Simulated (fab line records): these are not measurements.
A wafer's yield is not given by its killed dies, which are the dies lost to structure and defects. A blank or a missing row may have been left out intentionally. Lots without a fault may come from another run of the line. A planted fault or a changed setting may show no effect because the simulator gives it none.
Matching of chambers ; flow n5Finfet ; N5_BEOL_M1_CO_CAP_55 on cvdCo-01: 3 sister chambers
The step material Co, precursor CCTBA/H2, target thk 2 nm, time 102.1 s. 33 wafers are shown with their chamber, then 12 later ones without.

== WAFERS WITH THEIR CHAMBER ==
wafer;chamber;heaterPowerW (W)
L075.1;2;251
L075.4;1;243
L075.5;0;227
L077.2;0;221
L077.3;2;258
L077.6;0;229
L078.1;2;257
L078.2;0;224
L078.3;1;239
L078.4;0;222
L078.5;2;252
L078.6;1;240
L081.1;2;261
L081.2;1;241
L081.3;0;219
L081.4;2;256
L081.5;0;229
L081.6;1;250
L086.2;0;221
L086.3;2;258
L086.6;2;255
L087.1;2;247
L087.5;1;249
L087.6;2;262
L090.4;0;224
L090.5;1;246
L090.6;2;253
L091.2;1;240
L091.4;1;243
L091.6;0;225
L092.1;2;256
L092.2;0;223
L092.3;1;240

SIGNATURES (means of the wafers above)
reading;chamber 0;chamber 1;chamber 2;scatter within a chamber
heaterPowerW;224.00;243.10;255.50;3.86
Rule: a wafer lies at a distance from a chamber equal to the root of the sum of squares, over the readings, of (its reading less the chamber's mean, divided by the reading's scatter). The wafer belongs to the nearest chamber; if the next one is less than 2 further off, it can't be placed. The scatter: take each reading less its chamber's mean, square it, sum over the shown wafers, divide by the number of wafers less the number of chambers, and take the root.

== WAFERS MISSING THEIR CHAMBER ==
wafer;heaterPowerW (W)
L095.2;223
L095.5;236
L095.6;225
L096.1;247
L096.2;224
L096.3;246
L096.4;258
L096.5;223
L096.6;247
L097.3;238
L097.4;239
L097.5;221

== THE CHAMBER EACH PASSED THROUGH ==
wafer;from the rows above;in truth
L095.2;0;0
L095.5;can't be placed: 1 or 0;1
L095.6;0;0
L096.1;can't be placed: 1 or 2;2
L096.2;0;0
L096.3;can't be placed: 1 or 2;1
L096.4;2;2
L096.5;0;0
L096.6;can't be placed: 1 or 2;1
L097.3;1;1
L097.4;1;1
L097.5;0;0
Placed correctly: 8 of 12. Can't be placed from these rows: 4 (the true chamber is among the candidates in 4). Placed wrongly: 0.
